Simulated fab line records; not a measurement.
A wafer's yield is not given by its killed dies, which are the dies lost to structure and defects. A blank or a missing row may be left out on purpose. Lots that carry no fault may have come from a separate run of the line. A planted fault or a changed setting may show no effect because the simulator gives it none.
Split-lot trial | flow n5 finfet | 39 wafers read across 7 lots, on a route 1938 steps long

## THE SPLIT
At N5_BEOL_M4_ILD_DEP_00 (deposits SiOC from DEMS/O2, target thk 79 nm, time 15.3 s), the setting target thk a was moved away from the recipe's 790 angstrom on 9 of the 39 wafers read, by -25.3% to +25.3%. For the rest of the wafers, this setting stayed at what the recipe calls for.

Split to reading: the file shows no intervening step.

## THE READING
M4_ILD_THK in nanometres, read at N5_BEOL_M4_THK_MEAS_01. A value of 78.7 nm with a standard deviation of 0.98 nm is what fault-free wafers of this fab line usually give.

wafer  | tool, chamber at the split | target thk a as run, angstrom | against the recipe | M4_ILD_THK, nm | against lot-mates on the recipe
L075.1 | pecvd-02, 1                | 790                           | recipe             | 77.5           | -
L075.2 | pecvd-02, 2                | 790                           | recipe             | 77.6           | -
L075.3 | pecvd-02, 0                | 790                           | recipe             | 78.9           | -
L075.4 | pecvd-02, 0                | 790                           | recipe             | 79.8           | -
L075.5 | pecvd-02, 1                | 790                           | recipe             | 79.1           | -
L075.6 | pecvd-02, 2                | 790                           | recipe             | 78.3           | -
L082.1 | pecvd-01, 2                | 790                           | recipe             | 77.2           | -
L082.2 | pecvd-01, 1                | 790                           | recipe             | 79.0           | -
L082.3 | pecvd-01, 1                | 790                           | recipe             | 79.5           | -
L082.4 | pecvd-01, 2                | 790                           | recipe             | 78.6           | -
L082.5 | pecvd-01, 2                | 790                           | recipe             | 78.4           | -
L082.6 | pecvd-01, 1                | 790                           | recipe             | 80.2           | -
L084.1 | pecvd-03, 0                | 790                           | recipe             | 77.3           | -
L084.2 | pecvd-03, 1                | 917.2                         | +16.1%             | 91.1           | +12.5
L084.3 | pecvd-03, 0                | 917.2                         | +16.1%             | 90.6           | +12.0
L084.4 | pecvd-03, 1                | 790                           | recipe             | 79.7           | -
L084.5 | pecvd-03, 1                | 790                           | recipe             | 78.8           | -
L084.6 | pecvd-03, 0                | 917.2                         | +16.1%             | 90.7           | +12.1
L087.1 | pecvd-01, 1                | 990.2                         | +25.3%             | 98.1           | +19.3
L087.2 | pecvd-01, 0                | 990.2                         | +25.3%             | 97.9           | +19.1
L087.3 | pecvd-01, 2                | 790                           | recipe             | 77.8           | -
L087.4 | pecvd-01, 1                | 990.2                         | +25.3%             | 99.5           | +20.7
L087.5 | pecvd-01, 0                | 790                           | recipe             | 79.9           | -
L087.6 | pecvd-01, 2                | 790                           | recipe             | 78.7           | -
L091.1 | pecvd-02, 0                | 590.2                         | -25.3%             | 58.7           | -19.9
L091.2 | pecvd-02, 1,2              | 790                           | recipe             | 78.1           | -
L091.3 | pecvd-02, 1,2              | 790                           | recipe             | 78.1           | -
L091.4 | pecvd-02, 2                | 790                           | recipe             | 79.6           | -
L091.5 | pecvd-02, 1                | 590.2                         | -25.3%             | 59.2           | -19.4
L091.6 | pecvd-02, 0                | 590.2                         | -25.3%             | 58.6           | -20.0
L094.3 | pecvd-02, 0                | 790                           | recipe             | 78.2           | -
L094.4 | pecvd-02, 1                | 790                           | recipe             | 79.2           | -
L094.5 | pecvd-02, 0                | 790                           | recipe             | 79.5           | -
L096.1 | pecvd-01, 2                | 790                           | recipe             | 78.0           | -
L096.2 | pecvd-01, 0                | 790                           | recipe             | 78.1           | -
L096.3 | pecvd-01, 1                | 790                           | recipe             | 77.5           | -
L096.4 | pecvd-01, 2                | 790                           | recipe             | 79.4           | -
L096.5 | pecvd-01, 1                | 790                           | recipe             | 78.7           | -
L096.6 | pecvd-01, 0                | 790                           | recipe             | 79.3           | -
When a row names more than one chamber, that row covers several wafers, and the file does not tell which wafer ran in which chamber.

THE FIT
A straight line over all 39 wafers: M4_ILD_THK changes by +0.779 nm for each +1% of target thk a; r = +1.00; the points scatter about the line by 0.79 nm.
The same after taking each lot's own level away (the mean of its wafers on the recipe; 39 wafers): +0.776 nm for each +1%; r = +1.00; scatter 0.77 nm.
On that fit, the largest move of target thk a shifts the reading by 20 nm.
Measured against the standard deviation above, the lots' own levels, which go from 78.50 to 78.97 nm, span 0.5 times it.
The two slopes agree, so the slope changes little with the lot-to-lot level.
Check: for one of the wafers moved furthest among these (+25.3%), held out of the fit, the line's prediction against its lot-mates is +19.7 nm. Against them it came out at +19.3 nm.

## THE OTHER SPLITS THESE WAFERS WENT THROUGH
These wafers also went through other splits before the reading. Each is held against what the fit with the lots' levels taken away leaves over:
other split on the same wafers         | wafers away from the commonest value | r with M4_ILD_THK (lot level and that fit taken away)
N5_FIN_SAQP_HM_DEP_03 time s           | 12                                   | +0.04
N5_DUMMY_GATE_ALD_02 target thk a      | 15                                   | +0.02
N5_HKMG_FIN_ETCH_67 target depth a     | 18                                   | -0.01
N5_BEOL_M0_SAQP_HM_DEP_02 target thk a | 15                                   | +0.20
N5_BEOL_M3_ILD_DEP_00 time s           | 9                                    | +0.06

## THE WHOLE CHAIN: every reading that the file lists as answering this split, in the file's order
step                   | what it does                                              | reading                                                                            | change (the file's fit)               | r (the file's)
N5_BEOL_M4_ILD_DEP_00  | deposits SiOC from DEMS/O2, target thk 79 nm, time 15.3 s | SiOC_of_BEOL_M4_ILD_DEP_00.thk nm (the simulator's own value, which no gauge read) | +0.778 nm for each +1% of the setting | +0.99
N5_BEOL_M4_THK_MEAS_01 |                                                           | M4_ILD_THK                                                                         | +0.776 for each +1% of the setting    | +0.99

## FILE'S OWN FIT
M4_ILD_THK changes by +0.776 nm for each +1% of target thk a, r = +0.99.
